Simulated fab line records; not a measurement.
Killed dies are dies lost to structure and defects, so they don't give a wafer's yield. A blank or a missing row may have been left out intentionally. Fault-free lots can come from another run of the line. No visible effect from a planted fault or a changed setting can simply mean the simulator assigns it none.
Chamber matching :: flow n5 finfet :: 4 sister chambers for N5_STI_FIN_REVEAL_ALD_14 on ald sin-04
The step deposits Si3N4, target thk 3 nm. 27 wafers are shown with their chamber, then 12 later ones without.

WAFERS, EACH WITH ITS CHAMBER
wafer: L074.2
chamber: 2
heater power w (W): 865

wafer: L074.3
chamber: 1
heater power w (W): 879

wafer: L074.4
chamber: 3
heater power w (W): 930

wafer: L075.1
chamber: 1
heater power w (W): 903

wafer: L075.3
chamber: 3
heater power w (W): 948

wafer: L075.5
chamber: 3
heater power w (W): 939

wafer: L078.3
chamber: 3
heater power w (W): 929

wafer: L078.5
chamber: 3
heater power w (W): 916

wafer: L078.6
chamber: 2
heater power w (W): 843

wafer: L079.1
chamber: 1
heater power w (W): 887

wafer: L079.4
chamber: 3
heater power w (W): 923

wafer: L079.6
chamber: 2
heater power w (W): 857

wafer: L081.1
chamber: 1
heater power w (W): 901

wafer: L081.2
chamber: 0
heater power w (W): 679

wafer: L081.3
chamber: 3
heater power w (W): 939

wafer: L083.2
chamber: 3
heater power w (W): 932

wafer: L083.5
chamber: 1
heater power w (W): 907

wafer: L083.6
chamber: 0
heater power w (W): 670

wafer: L084.3
chamber: 3
heater power w (W): 923

wafer: L084.5
chamber: 2
heater power w (W): 874

wafer: L084.6
chamber: 3
heater power w (W): 905

wafer: L085.1
chamber: 2
heater power w (W): 846

wafer: L085.2
chamber: 0
heater power w (W): 682

wafer: L085.5
chamber: 2
heater power w (W): 848

wafer: L087.2
chamber: 2
heater power w (W): 860

wafer: L087.3
chamber: 0
heater power w (W): 672

wafer: L087.4
chamber: 1
heater power w (W): 888

SIGNATURES, as means of the wafers listed above
reading: heater power w
chamber 0: 675.75
chamber 1: 894.17
chamber 2: 856.14
chamber 3: 928.40
scatter within a chamber: 11.1
Rule: distance of a wafer from a chamber = root of the sum over the readings of ((wafer's reading minus chamber's mean) / reading's scatter) squared. If the next closest chamber is less than 2 further off than the closest, the wafer can't be placed; otherwise it belongs to the closest. The scatter: take each reading less its chamber's mean, square it, sum over the shown wafers, divide by the number of wafers less the number of chambers, and take the root.

WAFERS WITHOUT THEIR CHAMBER
wafer: L089.2
heater power w (W): 932

wafer: L089.3
heater power w (W): 876

wafer: L089.6
heater power w (W): 851

wafer: L091.2
heater power w (W): 893

wafer: L091.4
heater power w (W): 675

wafer: L091.5
heater power w (W): 944

wafer: L094.1
heater power w (W): 969

wafer: L094.2
heater power w (W): 911

wafer: L094.5
heater power w (W): 908

wafer: L095.2
heater power w (W): 661

wafer: L095.3
heater power w (W): 918

wafer: L095.5
heater power w (W): 916

CHAMBER TAKEN BY EACH
wafer: L089.2
from the rows above: 3
in truth: 3

wafer: L089.3
from the rows above: can't be placed: 1 or 2
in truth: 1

wafer: L089.6
from the rows above: 2
in truth: 2

wafer: L091.2
from the rows above: 1
in truth: 1

wafer: L091.4
from the rows above: 0
in truth: 0

wafer: L091.5
from the rows above: 3
in truth: 3

wafer: L094.1
from the rows above: 3
in truth: 3

wafer: L094.2
from the rows above: can't be placed: 1 or 3
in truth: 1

wafer: L094.5
from the rows above: can't be placed: 1 or 3
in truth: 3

wafer: L095.2
from the rows above: 0
in truth: 0

wafer: L095.3
from the rows above: can't be placed: 3 or 1
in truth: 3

wafer: L095.5
from the rows above: can't be placed: 3 or 1
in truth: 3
Correctly placed: 7 of 12. Not placeable from these rows: 5 (in 5, the candidates include the true chamber). Placed wrongly: 0.
